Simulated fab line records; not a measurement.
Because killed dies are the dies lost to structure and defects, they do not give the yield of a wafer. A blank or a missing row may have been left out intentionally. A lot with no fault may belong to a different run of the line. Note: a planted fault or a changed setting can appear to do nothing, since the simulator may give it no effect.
Problem report in the 8D (eight disciplines) form, filled by code ; flow n5 finfet ; the parts of the form that need people (team, actions taken, sign-off) are left out

== 1. WHAT IS WRONG ==
On 2 wafers of 1 lot, time to endpoint s at N5_BEOL_M2_CMP_52 has a mean of 32 s; fault-free wafers read 60 s, standard deviation 3.3. That puts it -8.5 standard deviations away from the usual mean.
The step: polishes, stops on SiOC, t overpolish 6.8 s, target thk 40 nm.
First seen on wafer L227.4, day 11 00:53, on cmp-01. At this step, 29 wafers from 11 lots have a number in the record. The rule behind "out" and "out of limits": a value lying over 4 standard deviations away from the usual mean. Any other wafer with a number is counted as sound.

== 2. WHAT IT IS AND WHAT IT IS NOT ==
question;is;is not
which readings at this step;time to endpoint s;motor current A
which lots;L227;L212, L213, L214, L215, L216, L217, L219, L231, L232, L235
which wafers of those lots;L227.4, L227.5;L227.1
read on which tools;cmp-01;cmp-02, cmp-04
when;from day 11 00:53;"up to then (19 sound wafers); but 8 sound wafers of L231, L232, L235 came after"

== 3. SUSPECTS, AND WHAT RULES EACH OUT ==
Counting: if a tool at a process step up to the reading ran every lot that is out, it stays a suspect. Sound lots after the first of them don't rule it out here, since some wafers of a struck lot are sound.
- pvd sputter-03 at N5_BEOL_M2_ANNEAL_87 (time 240 s): kept. It ran the lot that is out, L227 (day 10 23:19); its last sound lot up to then is L213 (day 7 18:52).
- pvd sputter-03 at N5_BEOL_M2_SPUTTER_94 (material Cu, target thk 4.5 nm, time 8.29 s): kept. It ran the lot that is out, L227 (day 11 00:07); its last sound lot up to then is L213 (day 7 19:40).
- pvd sputter-03 at N5_BEOL_M2_ANNEAL_95 (time 240 s): kept. It ran the lot that is out, L227 (day 11 00:12); its last sound lot up to then is L213 (day 7 19:45).
- ecd cu-01 at N5_BEOL_M2_ECD_50 (material Cu, target thk 300 nm): kept. It ran the lot that is out, L227 (day 11 00:28); its last sound lot up to then is L219 (day 8 19:34).
- cmp-01 at N5_BEOL_M2_CMP_52 (polishes, stops on SiOC, t overpolish 6.8 s, target thk 40 nm): kept. It ran the lot that is out, L227 (day 11 00:53); its last sound lot up to then is L219 (day 8 19:58). On those wafers its own readings are out: time to endpoint s.
- Within cmp-01 at N5_BEOL_M2_CMP_52, the wafers that are out were processed in chamber 0 and their sound lot-mates in chamber 3.
Left after counting: pvd sputter-03 at N5_BEOL_M2_ANNEAL_87, pvd sputter-03 at N5_BEOL_M2_SPUTTER_94, pvd sputter-03 at N5_BEOL_M2_ANNEAL_95, ecd cu-01 at N5_BEOL_M2_ECD_50, cmp-01 at N5_BEOL_M2_CMP_52.

== 4. THE CAUSE (what the simulator had put in) ==
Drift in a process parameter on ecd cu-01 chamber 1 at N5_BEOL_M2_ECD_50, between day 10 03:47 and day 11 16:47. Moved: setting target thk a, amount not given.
This tool is one of the 5 suspects left after counting.

== 5. THE EFFECT CHAIN, in route order ==
One row per reading whose mean, taken over the struck wafers that have a number, lies over 3 standard deviations from the usual. Scope: only readings with a usual standard deviation given in the record; hours: median across lots of the time from each lot's start at the first step in this table that gives one to its start at this step; sigmas: change in usual standard deviations.
hours;step;reading;usual;on struck wafers;change;sigmas
0;N5_BEOL_M2_CMP_52;time to endpoint s;60 s;32;-28;-8.5
Here are the process steps it includes:
- N5_BEOL_M2_CMP_52: polishes, stops on SiOC, t overpolish 6.8 s, target thk 40 nm.
Later steps that measure or inspect, where all struck wafers having a row at the step show a number for every such reading and not one has moved that far: N5_BEOL_M4_RC_MEAS_101.

== 6. HOW IT WOULD HAVE BEEN CAUGHT EARLIER ==
First out-of-limits reading in this record: day 11 00:53, which is 21 hours after fault onset at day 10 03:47.
By day 11 00:53, every lot that is out (1) had started N5_BEOL_M2_ECD_50 on ecd cu-01. A hold on the tool at that time would have spared none of them.
